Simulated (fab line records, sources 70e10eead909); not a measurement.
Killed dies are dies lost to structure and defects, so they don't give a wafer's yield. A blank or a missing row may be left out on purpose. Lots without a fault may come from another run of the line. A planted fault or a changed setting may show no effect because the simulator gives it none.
Which tool did it? | flow nand_harc | 11 lots, 33 wafers sampled, at 5 steps of a route of 1302

WHAT THE GAUGES READ, wafer by wafer
The record holds no reading of a measuring or inspecting step that can be judged against a usual standard deviation.

WHICH TOOL RAN EACH LOT (tool, then ch and the chambers of the sampled wafers, then the start)
lot  | NHARC_A_CONTACT_ETCH_133             | NHARC_A_CONTACT_ETCH_97                       | NHARC_A_CONTACT_ETCH_110           | NHARC_A_CONTACT_CVD_19        | NHARC_A_CONTACT_CMP_20
L313 | har_cap_etch-01 ch 0,1, day 22 14:04 | rie_diel-11 ch 0,1,2, day 22 23:45 or earlier | rie_diel-04 ch 0,3, day 22 23:45   | cvd_w-01 ch 0,1, day 23 00:47 | cmp-01 ch 0,1,2, day 23 01:32
L317 | har_cap_etch-02 ch 0,1, day 23 15:07 | rie_diel-04 ch 0,1,3, day 24 04:04 or earlier | rie_diel-04 ch 0,2, day 24 04:04   | cvd_w-02 ch 0,1, day 24 04:55 | cmp-03 ch 0,3, day 24 05:49
L319 | har_cap_etch-03 ch 0,1, day 24 14:46 | rie_diel-04 ch 2,3, day 24 23:02 or earlier   | rie_diel-13 ch 1,3, day 24 23:02   | cvd_w-01 ch 0,1, day 24 23:59 | cmp-01 ch 0,2,3, day 25 00:46
L320 | har_cap_etch-03 ch 1, day 25 22:13   | rie_diel-04 ch 1,2, day 26 07:51 or earlier   | rie_diel-04 ch 0,1, day 26 07:51   | cvd_w-02 ch 0,1, day 26 08:49 | cmp-03 ch 0,2, day 26 09:36
L322 | har_cap_etch-02 ch 0,1, day 26 01:35 | rie_diel-11 ch 0,1,2, day 26 09:22 or earlier | rie_diel-04 ch 0,2,3, day 26 09:22 | cvd_w-02 ch 0,1, day 26 10:29 | cmp-01 ch 1,2, day 26 11:07
L321 | har_cap_etch-03 ch 0,1, day 26 04:40 | rie_diel-11 ch 2,3, day 26 13:50 or earlier   | rie_diel-04 ch 1,2, day 26 13:50   | cvd_w-01 ch 0,1, day 26 14:43 | cmp-01 ch 1,2,3, day 26 15:37
L324 | har_cap_etch-02 ch 0,1, day 27 09:34 | rie_diel-04 ch 0,2,3, day 27 19:29 or earlier | rie_diel-04 ch 0,1,2, day 27 19:29 | cvd_w-02 ch 0,1, day 27 20:27 | cmp-04 ch 1,2,3, day 27 21:14
L327 | har_cap_etch-01 ch 0,1, day 27 16:57 | rie_diel-04 ch 0,1,2, day 28 01:19 or earlier | rie_diel-04 ch 0,1,3, day 28 01:19 | cvd_w-02 ch 0,1, day 28 02:17 | cmp-04 ch 0,1,2, day 28 03:04
L325 | har_cap_etch-03 ch 0,1, day 27 17:17 | rie_diel-04 ch 1,2, day 28 03:44 or earlier   | rie_diel-04 ch 1,2, day 28 03:44   | cvd_w-02 ch 0,1, day 28 04:35 | cmp-03 ch 0,2,3, day 28 05:35
L326 | har_cap_etch-02 ch 0,1, day 28 07:31 | rie_diel-13 ch 1,2,3, day 28 16:22 or earlier | rie_diel-04 ch 0,1, day 28 16:22   | cvd_w-01 ch 0,1, day 28 17:28 | cmp-03 ch 0,3, day 28 18:08
L328 | har_cap_etch-03 ch 0,1, day 28 09:50 | rie_diel-04 ch 0,2,3, day 28 19:05 or earlier | rie_diel-13 ch 0,1, day 28 19:05   | cvd_w-02 ch 0,1, day 28 20:04 | cmp-01 ch 0,1,2, day 28 20:49
- NHARC_A_CONTACT_ETCH_133: etches the open film in C4F8/O2/Ar, time 374 s, target depth 1610 nm.
- NHARC_A_CONTACT_ETCH_97: etches the open film in C4F6/O2, target depth 20 nm, time 10 s.
- NHARC_A_CONTACT_ETCH_110: etches the open film in CF4/O2, target depth 60 nm, overetch 6 nm, time 33 s.
- NHARC_A_CONTACT_CVD_19: deposits W, target thk 300 nm, time 802 s.
- NHARC_A_CONTACT_CMP_20: polishes, t overpolish 30 s, target thk 300 nm.

WHAT THE TOOLS THEMSELVES READ (means of the sampled wafers that have a number; where no wafer has one, the mark that the record gives instead)
NHARC_A_CONTACT_ETCH_133. Usual: chamber_pressure_mTorr 19.999 mTorr, standard deviation 0.02.
lot  | tool            | chamber_pressure_mTorr (mTorr) | flag
L313 | har_cap_etch-01 | 20.011                         |
L317 | har_cap_etch-02 | 20.002                         |
L319 | har_cap_etch-03 | 19.982                         |
L320 | har_cap_etch-03 | 19.996                         |
L322 | har_cap_etch-02 | 19.997                         |
L321 | har_cap_etch-03 | 20.000                         |
L324 | har_cap_etch-02 | 19.999                         |
L327 | har_cap_etch-01 | 20.018                         |
L325 | har_cap_etch-03 | 20.001                         |
L326 | har_cap_etch-02 | 19.998                         |
L328 | har_cap_etch-03 | 19.983                         |

NHARC_A_CONTACT_ETCH_97. Usual: chamber_pressure_mTorr 30.003 mTorr, standard deviation 0.025; drypump_motor_current_A 5.7 A, standard deviation 0.46; oes_product_au 0.963 a.u., standard deviation 0.026; rf_vpp_V 546 V, standard deviation 3.2; showerhead_plenum_p_Torr 3.89 Torr, standard deviation 0.15; throttle_valve_pct 26.902 %, standard deviation 0.0099.
lot  | tool        | chamber_pressure_mTorr (mTorr) | drypump_motor_current_A (A) | oes_product_au (a.u.) | rf_vpp_V (V) | showerhead_plenum_p_Torr (Torr) | throttle_valve_pct (%) | flag
L313 | rie_diel-11 | 30.018                         | 5.9                         | 1.000                 | 547          | 3.93                            | 26.899                 |
L317 | rie_diel-04 | 29.996                         | 5.5                         | 0.994                 | 544          | 3.81                            | 26.910                 |
L319 | rie_diel-04 | 30.019                         | 5.7                         | 0.959                 | 547          | 3.88                            | 26.899                 |
L320 | rie_diel-04 | 29.990                         | 5.5                         | 0.945                 | 545          | 3.82                            | 26.899                 |
L322 | rie_diel-11 | 29.999                         | 5.9                         | 1.003                 | 547          | 3.91                            | 26.913                 |
L321 | rie_diel-11 | 29.984                         | 5.6                         | 0.955                 | 545          | 3.89                            | 26.904                 |
L324 | rie_diel-04 | 29.991                         | 5.6                         | 0.998                 | 546          | 3.86                            | 26.910                 |
L327 | rie_diel-04 | 29.979                         | 5.5                         | 0.952                 | 544          | 3.80                            | 26.912                 |
L325 | rie_diel-04 | 30.005                         | 5.4                         | 0.967                 | 542          | 3.76                            | 26.898                 |
L326 | rie_diel-13 | 30.013                         | 5.2                         | 0.939                 | 546          | 3.89                            | 26.909                 |
L328 | rie_diel-04 | 30.016                         | 5.6                         | 0.943                 | 547          | 3.85                            | 26.903                 |

NHARC_A_CONTACT_ETCH_110. Usual: chamber_pressure_mTorr 29.999 mTorr, standard deviation 0.026; drypump_motor_current_A 5.6 A, standard deviation 0.37; oes_product_au 1.000 a.u., standard deviation 0.0089; rf_vpp_V 197.3 V, standard deviation 1.1; showerhead_plenum_p_Torr 1.31 Torr, standard deviation 0.045; throttle_valve_pct 13.396 %, standard deviation 0.0091.
lot  | tool        | chamber_pressure_mTorr (mTorr) | drypump_motor_current_A (A) | oes_product_au (a.u.) | rf_vpp_V (V) | showerhead_plenum_p_Torr (Torr) | throttle_valve_pct (%) | flag
L313 | rie_diel-04 | 29.980                         | 5.6                         | 1.000                 | 197.5        | 1.32                            | 13.398                 |
L317 | rie_diel-04 | 30.034                         | 5.5                         | 1.002                 | 197.3        | 1.31                            | 13.390                 |
L319 | rie_diel-13 | 30.013                         | 5.1                         | 0.991                 | 198.5        | 1.38                            | 13.391                 |
L320 | rie_diel-04 | 30.011                         | 5.3                         | 0.989                 | 196.3        | 1.29                            | 13.400                 |
L322 | rie_diel-04 | 30.003                         | 5.6                         | 1.006                 | 197.4        | 1.31                            | 13.405                 |
L321 | rie_diel-04 | 29.998                         | 5.4                         | 1.001                 | 196.7        | 1.28                            | 13.404                 |
L324 | rie_diel-04 | 29.997                         | 5.5                         | 0.996                 | 197.8        | 1.29                            | 13.402                 |
L327 | rie_diel-04 | 30.012                         | 5.5                         | 1.003                 | 196.7        | 1.29                            | 13.402                 |
L325 | rie_diel-04 | 30.008                         | 5.4                         | 1.003                 | 196.5        | 1.28                            | 13.393                 |
L326 | rie_diel-04 | 29.998                         | 5.3                         | 1.004                 | 196.5        | 1.27                            | 13.393                 |
L328 | rie_diel-13 | 30.015                         | 5.9                         | 0.998                 | 196.7        | 1.29                            | 13.396                 |

NHARC_A_CONTACT_CVD_19. Usual: heater_power_w 492 W, standard deviation 24; throttle_valve_pct 7.92 %, standard deviation 0.28.
lot  | tool     | heater_power_w (W) | throttle_valve_pct (%) | flag
L313 | cvd_w-01 | 469                | 7.91                   |
L317 | cvd_w-02 | 512                | 8.06                   |
L319 | cvd_w-01 | 483                | 8.12                   |
L320 | cvd_w-02 | 506                | 8.09                   |
L322 | cvd_w-02 | 512                | 7.97                   |
L321 | cvd_w-01 | 471                | 8.03                   |
L324 | cvd_w-02 | 484                | 7.75                   |
L327 | cvd_w-02 | 497                | 7.73                   |
L325 | cvd_w-02 | 494                | 7.72                   |
L326 | cvd_w-01 | 471                | 8.11                   |
L328 | cvd_w-02 | 490                | 7.84                   |

NHARC_A_CONTACT_CMP_20. Usual: motor_current_A 12.2 A, standard deviation 1.2; overpolish_run_s 29.999 s, standard deviation 0.0097; time_to_endpoint_s 60.5 s, standard deviation 2.9.
lot  | tool   | motor_current_A (A) | overpolish_run_s (s) | time_to_endpoint_s (s) | flag
L313 | cmp-01 | 12.4                | 29.999               | 60.1                   |
L317 | cmp-03 | 13.1                | 29.997               | 62.0                   |
L319 | cmp-01 | 11.8                | 29.998               | 59.8                   |
L320 | cmp-03 | 12.8                | 30.007               | 63.9                   |
L322 | cmp-01 | 12.3                | 29.998               | 59.8                   |
L321 | cmp-01 | 11.4                | 29.999               | 60.6                   |
L324 | cmp-04 | 12.1                | 30.001               | 61.7                   |
L327 | cmp-04 | 11.5                | 30.006               | 58.9                   |
L325 | cmp-03 | 12.9                | 30.002               | 51.4                   | OFF
L326 | cmp-03 | 13.2                | 30.001               | 61.2                   |
L328 | cmp-01 | 12.9                | 29.998               | 44.8                   | OFF

THE ANSWER, worked out from the rows above alone
Rule: a lot is off if the mean of its wafers that have a number lies more than 3 standard deviations from the usual mean. A lot without any number at a reading at which 4 lots or more have one is off too. The other lots that the step has rows for count as sound. The gauges are gone through in route order, then the tools' own readings, and for those a lot's mean is taken as printed above. The first step at which some lot is off is used, and at that step the reading that is off furthest; a lot without a number counts as furthest.
Off: L325, L328, at NHARC_A_CONTACT_CMP_20 (time_to_endpoint_s).
A tool fits if, at that step or a process step before it, it ran every lot that is off, and no sound lot after the first of them. NHARC_A_CONTACT_ETCH_97 gives no start for some lots, so the hours and the order of its lots are those of NHARC_A_CONTACT_ETCH_110. Can't be told from this: 3 tools fit, har_cap_etch-03 at NHARC_A_CONTACT_ETCH_133, rie_diel-04 at NHARC_A_CONTACT_ETCH_97, cvd_w-02 at NHARC_A_CONTACT_CVD_19.

WHAT THE SIMULATOR HAD PUT IN
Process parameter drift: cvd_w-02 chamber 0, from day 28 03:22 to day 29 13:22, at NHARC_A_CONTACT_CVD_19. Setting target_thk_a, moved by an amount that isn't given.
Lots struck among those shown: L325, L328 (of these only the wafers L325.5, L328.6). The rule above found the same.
